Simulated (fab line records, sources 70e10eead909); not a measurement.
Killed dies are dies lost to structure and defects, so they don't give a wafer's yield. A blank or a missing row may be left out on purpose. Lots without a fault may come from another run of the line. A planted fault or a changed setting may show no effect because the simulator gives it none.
A struck lot beside a sound one | flow nand_harc | 14 steps out of a route of 1302
Sound: wafers L606.1, L606.2, L606.4. Struck: wafers L612.1, L612.3. (L612.2 of the same lot was not struck and is left out.) The cause comes at the end.
At each step with rows: each side's tool, then ch and its chambers, then its first start. Under that, the readings that differ: sound wafers | struck wafers | difference of the means | sigmas: that difference in standard deviations of wafers without a fault.
alike: readings whose means differ by less than 2 such deviations, and words and numbers that are the same on both sides. not compared: withheld readings, readings that some wafer has no value for, bounds like >300 that may hide the same value, and numbers for which the record gives no deviation and whose values overlap.
The two part at a step that has a row with sigmas, a row that says differs or no value, or rows on one side only. Numbers that don't overlap but have no deviation are shown without sigmas and don't part them. A reading that every wafer of one side lacks parts them only if that side has two wafers or more.

first, 2 steps without rows for these wafers: NHARC_P_CONTACT_ETCH_35 (etches the open film in CF4, target depth 39 nm, time 65 s); NHARC_P_CONTACT_ETCH_36 (etches the open film in N2/H2, target depth 260 nm, time 406.25 s).
NHARC_P_CONTACT_ETCH_18: etches the open film in C4F8/O2/Ar, target depth 481 nm, time 240.5 s.
  sound on rie_diel-05 ch 1,2,3; struck on rie_diel-05 ch 0,1
  reading                | sound       | struck  | difference | sigmas
  rf_hours_counter_h (h) | 1.8 1.8 2.1 | 4.4 4.0 | +2.3       |
  alike: oes_product_au, rf_fwd_power_W, rf_vpp_V
then, 2 steps without rows for these wafers: NHARC_P_CONTACT_STRIP_37 (strips in C4F8/O2/Ar); NHARC_P_CONTACT_ETCH_31 (etches the open film in CH3F/O2, target depth 30 nm, time 85.7 s).
NHARC_P_CONTACT_CD_MEAS_19:
  sound on cd_sem-01, day 5 21:13; struck on cd_sem-01, day 8 13:09
  alike: cd_nm
NHARC_P_CONTACT_STRIP_28: strips in O2.
  sound on rie_diel-08 ch 0,1,2, day 5 21:18; struck on rie_diel-08 ch 2,3, day 8 13:13
  reading                | sound       | struck  | difference | sigmas
  rf_hours_counter_h (h) | 2.4 2.6 2.0 | 5.0 4.7 | +2.5       |
  alike: drypump_motor_current_A, oes_product_au, rf_vpp_V, showerhead_plenum_p_Torr, throttle_valve_pct
then, 1 step without rows for these wafers: NHARC_P_CONTACT_STRIP_29 (strips in post etch residue remover, time 1200 s).
NHARC_P_CONTACT_DEGAS_38: time 60 s.
  sound on pvd_sputter-01, day 5 21:55; struck on pvd_sputter-02, day 8 13:52
  alike: heater_power_w
then, 1 step without rows for these wafers: NHARC_P_CONTACT_PRE_CLEAN_39 (time 19.5 s).
NHARC_P_CONTACT_PVD_32: deposits Ti, target thk 5 nm, time 17.7 s.
  sound on pvd_sputter-01; struck on pvd_sputter-02
  alike: substrate_temp_c, throttle_valve_pct
NHARC_P_CONTACT_ALD_22: deposits TiN, target thk 3 nm, pulse time 1 s, ald cycles 150.
  sound on ald_metal-02 ch 1,2,3, day 5 22:10; struck on ald_metal-01 ch 0,1, day 8 14:07
  alike: heater_power_w, precursor_pulse_height_rel
NHARC_P_CONTACT_CVD_23: deposits W, target thk 200 nm, time 557 s.
  sound on cvd_w-02 ch 0,1, day 5 22:22; struck on cvd_w-01 ch 1, day 8 14:19
  alike: chamber_pressure_Torr, heater_power_w, throttle_valve_pct
NHARC_P_CONTACT_CMP_24: polishes, t overpolish 30 s, target thk 200 nm.
  sound on cmp-04 ch 0,1,3, day 5 23:00; struck on cmp-04 ch 0,2, day 8 14:57
  reading                | sound    | struck  | difference | sigmas
  pad_life_wafers        | 6 8 7    | 294 296 | +288       | +3
  time_to_endpoint_s (s) | 44 45 39 | 17 19   | -25        | -7
  alike: motor_current_A, overpolish_run_s, slurry_filter_dp_kPa

WHERE THEY PART
Only at NHARC_P_CONTACT_CMP_24, within this record.

WHY: what the simulator had put in
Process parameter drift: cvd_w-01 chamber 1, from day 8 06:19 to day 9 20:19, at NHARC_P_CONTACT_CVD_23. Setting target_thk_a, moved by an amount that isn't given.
